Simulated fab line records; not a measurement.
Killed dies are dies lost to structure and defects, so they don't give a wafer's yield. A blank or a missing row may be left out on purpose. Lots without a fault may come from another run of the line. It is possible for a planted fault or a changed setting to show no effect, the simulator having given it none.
What tool caused it? :: flow n5 finfet :: Sampling: 24 lots, 72 wafers, 6 of 1938 route steps

## WHAT THE GAUGES READ, wafer by wafer
N5_BEOL_M5_OVL_MEAS_12. Usual: M5_OVL -0.1 nm, standard deviation 0.71.
lot: L074
measured: day 8 19:49
on: overlay-02
M5_OVL (nm): -0.4 -0.5 -0.9
flag: 

lot: L077
measured: day 9 04:23
on: overlay-01
M5_OVL (nm): -0.7 -0.5 -1.7
flag: 

lot: L076
measured: day 9 06:24
on: overlay-01
M5_OVL (nm): -1.0 -0.7 -0.5
flag: 

lot: L075
measured: day 9 09:28
on: overlay-02
M5_OVL (nm): 1.4 0.0 1.3
flag: 

lot: L079
measured: day 9 13:24
on: overlay-01
M5_OVL (nm): -0.3 0.8 0.0
flag: 

lot: L078
measured: day 9 13:39
on: overlay-01
M5_OVL (nm): -0.8 -0.8 -0.8
flag: 

lot: L080
measured: day 10 13:19
on: overlay-01
M5_OVL (nm): -0.9 0.3 -0.2
flag: 

lot: L081
measured: day 10 20:24
on: overlay-01
M5_OVL (nm): -0.4 -0.8 0.7
flag: 

lot: L082
measured: day 11 17:46
on: overlay-01
M5_OVL (nm): -0.6 -2.4 -1.0
flag: 

lot: L085
measured: day 11 18:03
on: overlay-02
M5_OVL (nm): -1.0 -0.3 0.0
flag: 

lot: L084
measured: day 12 22:28
on: overlay-02
M5_OVL (nm): -1.3 -0.5 -0.6
flag: 

lot: L086
measured: day 13 05:23
on: overlay-01
M5_OVL (nm): -0.6 -0.1 0.1
flag: 

lot: L089
measured: day 13 12:03
on: overlay-01
M5_OVL (nm): -0.1 0.1 0.6
flag: 

lot: L083
measured: day 13 15:30
on: overlay-02
M5_OVL (nm): -0.3 -0.1 -0.1
flag: 

lot: L087
measured: day 13 20:28
on: overlay-01
M5_OVL (nm): 1.2 1.2 1.3
flag: 

lot: L088
measured: day 14 01:27
on: overlay-01
M5_OVL (nm): 0.2 0.4 0.4
flag: 

lot: L090
measured: day 14 08:12
on: overlay-02
M5_OVL (nm): -0.2 -0.4 0.5
flag: 

lot: L093
measured: day 14 20:04
on: overlay-02
M5_OVL (nm): 0.0 -0.4 -0.4
flag: 

lot: L092
measured: day 14 22:20
on: overlay-01
M5_OVL (nm): 0.1 0.6 0.3
flag: 

lot: L094
measured: day 15 00:51
on: overlay-01
M5_OVL (nm): -0.3 -0.6 -0.7
flag: 

lot: L091
measured: day 15 01:21
on: overlay-02
M5_OVL (nm): 0.7 0.1 -0.4
flag: 

lot: L097
measured: day 15 18:35
on: overlay-02
M5_OVL (nm): -0.4 -0.8 -0.1
flag: 

lot: L095
measured: day 15 18:46
on: overlay-01
M5_OVL (nm): 0.3 -0.4 -0.2
flag: 

lot: L096
measured: day 16 02:10
on: overlay-02
M5_OVL (nm): -0.2 1.4 -0.2
flag: 

N5_BEOL_M5_OCD_MEAS_38. Usual: trench depth nm at 71.6 nm, with a standard deviation of 0.99.
lot: L074
measured: day 8 23:59
on: ocd-01
trench depth nm (nm): 68.8 70.3 72.1
flag: 

lot: L077
measured: day 9 05:46
on: ocd-01
trench depth nm (nm): 71.2 71.2 71.3
flag: 

lot: L076
measured: day 9 08:36
on: ocd-02
trench depth nm (nm): 72.4 71.2 72.2
flag: 

lot: L075
measured: day 9 12:45
on: ocd-02
trench depth nm (nm): 72.7 72.7 70.9
flag: 

lot: L079
measured: day 9 15:02
on: ocd-02
trench depth nm (nm): 72.0 72.0 71.5
flag: 

lot: L078
measured: day 9 15:19
on: ocd-02
trench depth nm (nm): 72.0 70.6 69.8
flag: 

lot: L080
measured: day 10 16:18
on: ocd-02
trench depth nm (nm): 70.9 71.5 71.7
flag: 

lot: L081
measured: day 10 23:16
on: ocd-02
trench depth nm (nm): 70.4 71.4 70.8
flag: 

lot: L082
measured: day 11 20:07
on: ocd-02
trench depth nm (nm): 71.9 70.4 71.9
flag: 

lot: L085
measured: day 11 22:17
on: ocd-02
trench depth nm (nm): 71.4 72.3 72.0
flag: 

lot: L084
measured: day 13 01:56
on: ocd-01
trench depth nm (nm): 70.8 72.6 70.1
flag: 

lot: L086
measured: day 13 08:04
on: ocd-02
trench depth nm (nm): 71.7 71.2 71.6
flag: 

lot: L089
measured: day 13 14:45
on: ocd-01
trench depth nm (nm): 70.5 71.5 70.6
flag: 

lot: L083
measured: day 13 19:15
on: ocd-01
trench depth nm (nm): 70.6 71.1 70.5
flag: 

lot: L087
measured: day 14 00:44
on: ocd-02
trench depth nm (nm): 72.3 71.8 71.9
flag: 

lot: L088
measured: day 14 03:47
on: ocd-02
trench depth nm (nm): 71.2 71.0 71.2
flag: 

lot: L090
measured: day 14 11:05
on: ocd-02
trench depth nm (nm): 73.3 70.4 72.9
flag: 

lot: L093
measured: day 14 21:52
on: ocd-02
trench depth nm (nm): 71.5 73.0 71.6
flag: 

lot: L092
measured: day 15 00:01
on: ocd-01
trench depth nm (nm): 72.0 74.2 70.4
flag: 

lot: L094
measured: day 15 05:09
on: ocd-01
trench depth nm (nm): 72.7 71.7 70.4
flag: 

lot: L091
measured: day 15 05:06
on: ocd-01
trench depth nm (nm): 71.2 71.2 71.9
flag: 

lot: L097
measured: day 15 20:01
on: ocd-01
trench depth nm (nm): 73.2 72.1 72.6
flag: 

lot: L095
measured: day 15 20:20
on: ocd-01
trench depth nm (nm): 70.9 70.9 70.5
flag: 

lot: L096
measured: day 16 06:05
on: ocd-02
trench depth nm (nm): 70.8 71.7 71.6
flag: 

N5_BEOL_M5_INSPECT_58: inspects for defects (darkfield). Usual: raw defect count at 69, with a standard deviation of 21.
lot: L074
measured: day 9 06:49
on: defect inspect-02
raw defect count: 59 63 92
flag: 

lot: L077
measured: day 9 15:54
on: defect inspect-01
raw defect count: 47 56 48
flag: 

lot: L076
measured: day 9 16:01
on: defect inspect-02
raw defect count: 61 104 68
flag: 

lot: L075
measured: day 9 19:42
on: defect inspect-01
raw defect count: 82 58 58
flag: 

lot: L079
measured: day 9 21:46
on: defect inspect-01
raw defect count: 90 78 100
flag: 

lot: L078
measured: day 10 00:07
on: defect inspect-02
raw defect count: 41 50 54
flag: 

lot: L080
measured: day 10 23:38
on: defect inspect-01
raw defect count: 67 96 70
flag: 

lot: L081
measured: day 11 06:56
on: defect inspect-02
raw defect count: 85 46 81
flag: 

lot: L082
measured: day 12 03:01
on: defect inspect-02
raw defect count: 107 82 105
flag: 

lot: L085
measured: day 12 05:04
on: defect inspect-02
raw defect count: 59 62 70
flag: 

lot: L084
measured: day 13 09:01
on: defect inspect-01
raw defect count: 69 35 62
flag: 

lot: L086
measured: day 13 14:54
on: defect inspect-02
raw defect count: 44 41 29
flag: 

lot: L089
measured: day 13 21:29
on: defect inspect-02
raw defect count: 80 47 67
flag: 

lot: L083
measured: day 14 02:18
on: defect inspect-02
raw defect count: 49 57 67
flag: 

lot: L087
measured: day 14 07:20
on: defect inspect-01
raw defect count: 76 85 85
flag: 

lot: L088
measured: day 14 10:36
on: defect inspect-01
raw defect count: 63 78 63
flag: 

lot: L090
measured: day 14 17:38
on: defect inspect-02
raw defect count: 49 43 57
flag: 

lot: L093
measured: day 15 05:51
on: defect inspect-01
raw defect count: 80 58 47
flag: 

lot: L092
measured: day 15 09:00
on: defect inspect-02
raw defect count: 62 64 71
flag: 

lot: L094
measured: day 15 13:05
on: defect inspect-01
raw defect count: 71 79 47
flag: 

lot: L091
measured: day 15 11:59
on: defect inspect-02
raw defect count: 55 71 40
flag: 

lot: L097
measured: day 16 02:43
on: defect inspect-01
raw defect count: 64 67 69
flag: 

lot: L095
measured: day 16 03:17
on: defect inspect-01
raw defect count: 55 114 66
flag: 

lot: L096
measured: day 16 13:17
on: defect inspect-02
raw defect count: 68 60 64
flag: 

## WHICH TOOL RAN EACH LOT (tool, then ch and the chambers of the sampled wafers, then the start)
lot: L074
N5_BEOL_M5_ETCH_75: rie diel-03 ch 0,1,2, day 8 23:35
N5_BEOL_M5_CURE_80: uv cure-03 ch 1, day 9 00:10
N5_BEOL_M5_ANNEAL_49: pvd sputter-03, day 9 01:13

lot: L077
N5_BEOL_M5_ETCH_75: rie diel-03 ch 0,3, day 9 05:23
N5_BEOL_M5_CURE_80: uv cure-02 ch 1, day 9 06:01
N5_BEOL_M5_ANNEAL_49: pvd sputter-02, day 9 08:24

lot: L076
N5_BEOL_M5_ETCH_75: rie diel-06 ch 0,1,2, day 9 08:13
N5_BEOL_M5_CURE_80: uv cure-02 ch 1, day 9 08:47
N5_BEOL_M5_ANNEAL_49: pvd sputter-01, day 9 10:23

lot: L075
N5_BEOL_M5_ETCH_75: rie diel-02 ch 0,1,3, day 9 12:22
N5_BEOL_M5_CURE_80: uv cure-03 ch 1, day 9 12:59
N5_BEOL_M5_ANNEAL_49: pvd sputter-02, day 9 14:19

lot: L079
N5_BEOL_M5_ETCH_75: rie diel-06 ch 1,3, day 9 14:39
N5_BEOL_M5_CURE_80: uv cure-01 ch 1, day 9 15:20
N5_BEOL_M5_ANNEAL_49: pvd sputter-01, day 9 16:25

lot: L078
N5_BEOL_M5_ETCH_75: rie diel-03 ch 1,2,3, day 9 14:55
N5_BEOL_M5_CURE_80: uv cure-01 ch 1, day 9 15:38
N5_BEOL_M5_ANNEAL_49: pvd sputter-03, day 9 18:43

lot: L080
N5_BEOL_M5_ETCH_75: rie diel-02 ch 0,2,3, day 10 15:55
N5_BEOL_M5_CURE_80: uv cure-03 ch 2, day 10 16:30
N5_BEOL_M5_ANNEAL_49: pvd sputter-03, day 10 18:17

lot: L081
N5_BEOL_M5_ETCH_75: rie diel-06 ch 0,1,3, day 10 22:53
N5_BEOL_M5_CURE_80: uv cure-01 ch 0, day 11 00:19
N5_BEOL_M5_ANNEAL_49: pvd sputter-01, day 11 01:24

lot: L082
N5_BEOL_M5_ETCH_75: rie diel-02 ch 2,3, day 11 19:44
N5_BEOL_M5_CURE_80: uv cure-02 ch 2, day 11 20:22
N5_BEOL_M5_ANNEAL_49: pvd sputter-03, day 11 21:40

lot: L085
N5_BEOL_M5_ETCH_75: rie diel-02 ch 0,2,3, day 11 21:54
N5_BEOL_M5_CURE_80: uv cure-02 ch 1, day 11 22:32
N5_BEOL_M5_ANNEAL_49: pvd sputter-01, day 11 23:43

lot: L084
N5_BEOL_M5_ETCH_75: rie diel-03 ch 0,2, day 13 01:34
N5_BEOL_M5_CURE_80: uv cure-03 ch 0, day 13 02:11
N5_BEOL_M5_ANNEAL_49: pvd sputter-01, day 13 03:28

lot: L086
N5_BEOL_M5_ETCH_75: rie diel-06 ch 1,2,3, day 13 07:41
N5_BEOL_M5_CURE_80: uv cure-02 ch 0, day 13 08:19
N5_BEOL_M5_ANNEAL_49: pvd sputter-02, day 13 09:33

lot: L089
N5_BEOL_M5_ETCH_75: rie diel-02 ch 0,2, day 13 14:22
N5_BEOL_M5_CURE_80: uv cure-02 ch 2, day 13 15:00
N5_BEOL_M5_ANNEAL_49: pvd sputter-01, day 13 16:08

lot: L083
N5_BEOL_M5_ETCH_75: rie diel-03 ch 0,3, day 13 18:52
N5_BEOL_M5_CURE_80: uv cure-02 ch 1, day 13 19:32
N5_BEOL_M5_ANNEAL_49: pvd sputter-03, day 13 20:51

lot: L087
N5_BEOL_M5_ETCH_75: rie diel-06 ch 1,2,3, day 14 00:22
N5_BEOL_M5_CURE_80: uv cure-01 ch 1, day 14 00:56
N5_BEOL_M5_ANNEAL_49: pvd sputter-02, day 14 01:58

lot: L088
N5_BEOL_M5_ETCH_75: rie diel-02 ch 0,1,2, day 14 03:25
N5_BEOL_M5_CURE_80: uv cure-03 ch 1, day 14 04:00
N5_BEOL_M5_ANNEAL_49: pvd sputter-03, day 14 05:14

lot: L090
N5_BEOL_M5_ETCH_75: rie diel-03 ch 0,1, day 14 10:41
N5_BEOL_M5_CURE_80: uv cure-03 ch 0, day 14 11:19
N5_BEOL_M5_ANNEAL_49: pvd sputter-03, day 14 12:17

lot: L093
N5_BEOL_M5_ETCH_75: rie diel-06 ch 0,1,2, day 14 21:28
N5_BEOL_M5_CURE_80: uv cure-01 ch 2, day 14 22:16
N5_BEOL_M5_ANNEAL_49: pvd sputter-02, day 15 00:30

lot: L092
N5_BEOL_M5_ETCH_75: rie diel-03 ch 0,1,3, day 14 23:38
N5_BEOL_M5_CURE_80: uv cure-01 ch 2, day 15 00:13
N5_BEOL_M5_ANNEAL_49: pvd sputter-01, day 15 03:39

lot: L094
N5_BEOL_M5_ETCH_75: rie diel-03 ch 0,2,3, day 15 04:46
N5_BEOL_M5_CURE_80: uv cure-02 ch 2, day 15 05:21
N5_BEOL_M5_ANNEAL_49: pvd sputter-03, day 15 07:13

lot: L091
N5_BEOL_M5_ETCH_75: rie diel-02 ch 0,3, day 15 04:43
N5_BEOL_M5_CURE_80: uv cure-03 ch 0, day 15 05:17
N5_BEOL_M5_ANNEAL_49: pvd sputter-02, day 15 06:35

lot: L097
N5_BEOL_M5_ETCH_75: rie diel-03 ch 2,3, day 15 19:38
N5_BEOL_M5_CURE_80: uv cure-03 ch 2, day 15 20:13
N5_BEOL_M5_ANNEAL_49: pvd sputter-03, day 15 21:22

lot: L095
N5_BEOL_M5_ETCH_75: rie diel-02 ch 0,1,3, day 15 19:56
N5_BEOL_M5_CURE_80: uv cure-02 ch 2, day 15 20:49
N5_BEOL_M5_ANNEAL_49: pvd sputter-01, day 15 21:55

lot: L096
N5_BEOL_M5_ETCH_75: rie diel-06 ch 2,3, day 16 05:41
N5_BEOL_M5_CURE_80: uv cure-02 ch 1, day 16 06:26
N5_BEOL_M5_ANNEAL_49: pvd sputter-03, day 16 07:57
- N5_BEOL_M5_ETCH_75: etches underlayer in N2/H2, target depth 6.5 nm, time 5.2 s.
- N5_BEOL_M5_CURE_80: cures SiCOH lowk, time 120 s.
- N5_BEOL_M5_ANNEAL_49: time 1800 s.

## AS READ BY THE TOOLS THEMSELVES (means over the sampled wafers that have a number; for cases with no such wafer, the mark the record gives instead)
N5_BEOL_M5_ETCH_75. Usual: drypump motor current A 5.6 A (standard deviation 0.45); etch rf on time s 5.19 s (standard deviation 0.085); n2 flow sccm 199.9 sccm (standard deviation 0.66); oes product au 0.69 a.u. (standard deviation 0.078); rf vpp V 524.0 V (standard deviation 2.8); showerhead plenum p Torr 2.55 Torr (standard deviation 0.094); throttle valve pct 17.84 % (standard deviation 0.23).
lot: L074
tool: rie diel-03
drypump motor current A (A): 5.4
etch rf on time s (s): 5.27
n2 flow sccm (sccm): 199.5
oes product au (a.u.): 0.64
rf vpp V (V): 522.2
showerhead plenum p Torr (Torr): 2.50
throttle valve pct (%): 17.91
flag: 

lot: L077
tool: rie diel-03
drypump motor current A (A): 5.0
etch rf on time s (s): 5.31
n2 flow sccm (sccm): 199.7
oes product au (a.u.): 0.73
rf vpp V (V): 523.7
showerhead plenum p Torr (Torr): 2.56
throttle valve pct (%): 17.57
flag: 

lot: L076
tool: rie diel-06
drypump motor current A (A): 5.7
etch rf on time s (s): 5.14
n2 flow sccm (sccm): 199.8
oes product au (a.u.): 0.67
rf vpp V (V): 522.5
showerhead plenum p Torr (Torr): 2.51
throttle valve pct (%): 17.84
flag: 

lot: L075
tool: rie diel-02
drypump motor current A (A): 6.0
etch rf on time s (s): 5.21
n2 flow sccm (sccm): 200.2
oes product au (a.u.): 0.74
rf vpp V (V): 522.5
showerhead plenum p Torr (Torr): 2.52
throttle valve pct (%): 17.82
flag: 

lot: L079
tool: rie diel-06
drypump motor current A (A): 5.5
etch rf on time s (s): 5.24
n2 flow sccm (sccm): 200.3
oes product au (a.u.): 0.59
rf vpp V (V): 522.8
showerhead plenum p Torr (Torr): 2.56
throttle valve pct (%): 18.19
flag: 

lot: L078
tool: rie diel-03
drypump motor current A (A): 5.6
etch rf on time s (s): 5.29
n2 flow sccm (sccm): 200.0
oes product au (a.u.): 0.66
rf vpp V (V): 524.1
showerhead plenum p Torr (Torr): 2.58
throttle valve pct (%): 17.92
flag: 

lot: L080
tool: rie diel-02
drypump motor current A (A): 5.8
etch rf on time s (s): 5.11
n2 flow sccm (sccm): 199.3
oes product au (a.u.): 0.69
rf vpp V (V): 522.4
showerhead plenum p Torr (Torr): 2.52
throttle valve pct (%): 17.90
flag: 

lot: L081
tool: rie diel-06
drypump motor current A (A): 5.4
etch rf on time s (s): 5.13
n2 flow sccm (sccm): 200.0
oes product au (a.u.): 0.65
rf vpp V (V): 524.7
showerhead plenum p Torr (Torr): 2.54
throttle valve pct (%): 18.01
flag: 

lot: L082
tool: rie diel-02
drypump motor current A (A): 5.9
etch rf on time s (s): 5.14
n2 flow sccm (sccm): 199.4
oes product au (a.u.): 0.64
rf vpp V (V): 522.5
showerhead plenum p Torr (Torr): 2.51
throttle valve pct (%): 18.08
flag: 

lot: L085
tool: rie diel-02
drypump motor current A (A): 5.8
etch rf on time s (s): 5.13
n2 flow sccm (sccm): 200.3
oes product au (a.u.): 0.67
rf vpp V (V): 522.0
showerhead plenum p Torr (Torr): 2.52
throttle valve pct (%): 17.92
flag: 

lot: L084
tool: rie diel-03
drypump motor current A (A): 5.0
etch rf on time s (s): 5.26
n2 flow sccm (sccm): 200.4
oes product au (a.u.): 0.71
rf vpp V (V): 523.6
showerhead plenum p Torr (Torr): 2.55
throttle valve pct (%): 17.66
flag: 

lot: L086
tool: rie diel-06
drypump motor current A (A): 5.9
etch rf on time s (s): 5.14
n2 flow sccm (sccm): 200.3
oes product au (a.u.): 0.60
rf vpp V (V): 523.6
showerhead plenum p Torr (Torr): 2.52
throttle valve pct (%): 18.05
flag: 

lot: L089
tool: rie diel-02
drypump motor current A (A): 5.8
etch rf on time s (s): 5.14
n2 flow sccm (sccm): 199.6
oes product au (a.u.): 0.69
rf vpp V (V): 524.6
showerhead plenum p Torr (Torr): 2.52
throttle valve pct (%): 17.78
flag: 

lot: L083
tool: rie diel-03
drypump motor current A (A): 5.0
etch rf on time s (s): 5.31
n2 flow sccm (sccm): 199.6
oes product au (a.u.): 0.68
rf vpp V (V): 525.1
showerhead plenum p Torr (Torr): 2.55
throttle valve pct (%): 17.66
flag: 

lot: L087
tool: rie diel-06
drypump motor current A (A): 5.8
etch rf on time s (s): 5.19
n2 flow sccm (sccm): 199.5
oes product au (a.u.): 0.60
rf vpp V (V): 523.4
showerhead plenum p Torr (Torr): 2.52
throttle valve pct (%): 18.05
flag: 

lot: L088
tool: rie diel-02
drypump motor current A (A): 6.0
etch rf on time s (s): 5.25
n2 flow sccm (sccm): 200.2
oes product au (a.u.): 0.68
rf vpp V (V): 523.7
showerhead plenum p Torr (Torr): 2.56
throttle valve pct (%): 17.78
flag: 

lot: L090
tool: rie diel-03
drypump motor current A (A): 5.6
etch rf on time s (s): 5.13
n2 flow sccm (sccm): 199.7
oes product au (a.u.): 0.78
rf vpp V (V): 524.5
showerhead plenum p Torr (Torr): 2.56
throttle valve pct (%): 17.70
flag: 

lot: L093
tool: rie diel-06
drypump motor current A (A): 5.7
etch rf on time s (s): 5.13
n2 flow sccm (sccm): 200.2
oes product au (a.u.): 0.65
rf vpp V (V): 523.3
showerhead plenum p Torr (Torr): 2.50
throttle valve pct (%): 17.89
flag: 

lot: L092
tool: rie diel-03
drypump motor current A (A): 5.5
etch rf on time s (s): 5.23
n2 flow sccm (sccm): 200.3
oes product au (a.u.): 0.73
rf vpp V (V): 524.9
showerhead plenum p Torr (Torr): 2.58
throttle valve pct (%): 17.69
flag: 

lot: L094
tool: rie diel-03
drypump motor current A (A): 5.2
etch rf on time s (s): 5.23
n2 flow sccm (sccm): 200.3
oes product au (a.u.): 0.71
rf vpp V (V): 526.1
showerhead plenum p Torr (Torr): 2.62
throttle valve pct (%): 17.71
flag: 

lot: L091
tool: rie diel-02
drypump motor current A (A): 5.7
etch rf on time s (s): 5.16
n2 flow sccm (sccm): 200.4
oes product au (a.u.): 0.70
rf vpp V (V): 521.3
showerhead plenum p Torr (Torr): 2.46
throttle valve pct (%): 17.89
flag: 

lot: L097
tool: rie diel-03
drypump motor current A (A): 5.4
etch rf on time s (s): 5.21
n2 flow sccm (sccm): 200.3
oes product au (a.u.): 0.75
rf vpp V (V): 528.7
showerhead plenum p Torr (Torr): 2.70
throttle valve pct (%): 17.75
flag: 

lot: L095
tool: rie diel-02
drypump motor current A (A): 5.9
etch rf on time s (s): 5.19
n2 flow sccm (sccm): 199.7
oes product au (a.u.): 0.69
rf vpp V (V): 522.7
showerhead plenum p Torr (Torr): 2.49
throttle valve pct (%): 17.90
flag: 

lot: L096
tool: rie diel-06
drypump motor current A (A): 5.7
etch rf on time s (s): 5.21
n2 flow sccm (sccm): 200.5
oes product au (a.u.): 0.58
rf vpp V (V): 522.3
showerhead plenum p Torr (Torr): 2.48
throttle valve pct (%): 18.03
flag: 

N5_BEOL_M5_CURE_80. Usual: lamp power pct 52.31 %, standard deviation 0.053; wafer_temp_C_max 371.7, standard deviation 0.64.
lot: L074
tool: uv cure-03
lamp power pct (%): 52.38
wafer_temp_C_max: 371.4
flag: 

lot: L077
tool: uv cure-02
lamp power pct (%): 52.35
wafer_temp_C_max: 372.4
flag: 

lot: L076
tool: uv cure-02
lamp power pct (%): 52.32
wafer_temp_C_max: 372.4
flag: 

lot: L075
tool: uv cure-03
lamp power pct (%): 52.29
wafer_temp_C_max: 371.3
flag: 

lot: L079
tool: uv cure-01
lamp power pct (%): 52.38
wafer_temp_C_max: 370.9
flag: 

lot: L078
tool: uv cure-01
lamp power pct (%): 52.31
wafer_temp_C_max: 371.0
flag: 

lot: L080
tool: uv cure-03
lamp power pct (%): 52.31
wafer_temp_C_max: 372.2
flag: 

lot: L081
tool: uv cure-01
lamp power pct (%): 52.34
wafer_temp_C_max: 372.0
flag: 

lot: L082
tool: uv cure-02
lamp power pct (%): 52.33
wafer_temp_C_max: 372.3
flag: 

lot: L085
tool: uv cure-02
lamp power pct (%): 52.26
wafer_temp_C_max: 372.1
flag: 

lot: L084
tool: uv cure-03
lamp power pct (%): 52.30
wafer_temp_C_max: 371.2
flag: 

lot: L086
tool: uv cure-02
lamp power pct (%): 52.32
wafer_temp_C_max: 371.2
flag: 

lot: L089
tool: uv cure-02
lamp power pct (%): 52.28
wafer_temp_C_max: 371.4
flag: 

lot: L083
tool: uv cure-02
lamp power pct (%): 52.33
wafer_temp_C_max: 372.1
flag: 

lot: L087
tool: uv cure-01
lamp power pct (%): 52.28
wafer_temp_C_max: 371.0
flag: 

lot: L088
tool: uv cure-03
lamp power pct (%): 52.29
wafer_temp_C_max: 370.9
flag: 

lot: L090
tool: uv cure-03
lamp power pct (%): 52.33
wafer_temp_C_max: 371.4
flag: 

lot: L093
tool: uv cure-01
lamp power pct (%): 52.35
wafer_temp_C_max: 371.5
flag: 

lot: L092
tool: uv cure-01
lamp power pct (%): 52.25
wafer_temp_C_max: 371.0
flag: 

lot: L094
tool: uv cure-02
lamp power pct (%): 52.31
wafer_temp_C_max: 372.0
flag: 

lot: L091
tool: uv cure-03
lamp power pct (%): 52.32
wafer_temp_C_max: 371.7
flag: 

lot: L097
tool: uv cure-03
lamp power pct (%): 52.30
wafer_temp_C_max: 372.1
flag: 

lot: L095
tool: uv cure-02
lamp power pct (%): 52.30
wafer_temp_C_max: 372.2
flag: 

lot: L096
tool: uv cure-02
lamp power pct (%): 52.23
wafer_temp_C_max: 372.6
flag: 

N5_BEOL_M5_ANNEAL_49. Usual: heater power w at 876 W, with a standard deviation of 97.
lot: L074
tool: pvd sputter-03
heater power w (W): 920
flag: 

lot: L077
tool: pvd sputter-02
heater power w (W): 921
flag: 

lot: L076
tool: pvd sputter-01
heater power w (W): 877
flag: 

lot: L075
tool: pvd sputter-02
heater power w (W): 934
flag: 

lot: L079
tool: pvd sputter-01
heater power w (W): 850
flag: 

lot: L078
tool: pvd sputter-03
heater power w (W): 895
flag: 

lot: L080
tool: pvd sputter-03
heater power w (W): 940
flag: 

lot: L081
tool: pvd sputter-01
heater power w (W): 849
flag: 

lot: L082
tool: pvd sputter-03
heater power w (W): 796
flag: 

lot: L085
tool: pvd sputter-01
heater power w (W): 888
flag: 

lot: L084
tool: pvd sputter-01
heater power w (W): 905
flag: 

lot: L086
tool: pvd sputter-02
heater power w (W): 975
flag: 

lot: L089
tool: pvd sputter-01
heater power w (W): 856
flag: 

lot: L083
tool: pvd sputter-03
heater power w (W): 794
flag: 

lot: L087
tool: pvd sputter-02
heater power w (W): 969
flag: 

lot: L088
tool: pvd sputter-03
heater power w (W): 875
flag: 

lot: L090
tool: pvd sputter-03
heater power w (W): 859
flag: 

lot: L093
tool: pvd sputter-02
heater power w (W): 1014
flag: 

lot: L092
tool: pvd sputter-01
heater power w (W): 775
flag: 

lot: L094
tool: pvd sputter-03
heater power w (W): 871
flag: 

lot: L091
tool: pvd sputter-02
heater power w (W): 951
flag: 

lot: L097
tool: pvd sputter-03
heater power w (W): 855
flag: 

lot: L095
tool: pvd sputter-01
heater power w (W): 815
flag: 

lot: L096
tool: pvd sputter-03
heater power w (W): 871
flag: 

## THE ANSWER, worked out from the rows above alone
Rule: lot off if the mean of its wafers having a number is beyond 3 standard deviations from the usual mean. A lot without any number at a reading at which 4 lots or more have one is off too. All remaining lots with rows at the step are treated as sound. Order of review: gauges by route order, followed by the tools' own readings, for which a lot's mean as printed above is used. The first step at which some lot is off is used, and at that step the reading that is off furthest; a lot without a number counts as furthest.
None of the lots is off at any reading shown; this tells nothing.

## WHAT THE SIMULATOR HAD INSERTED
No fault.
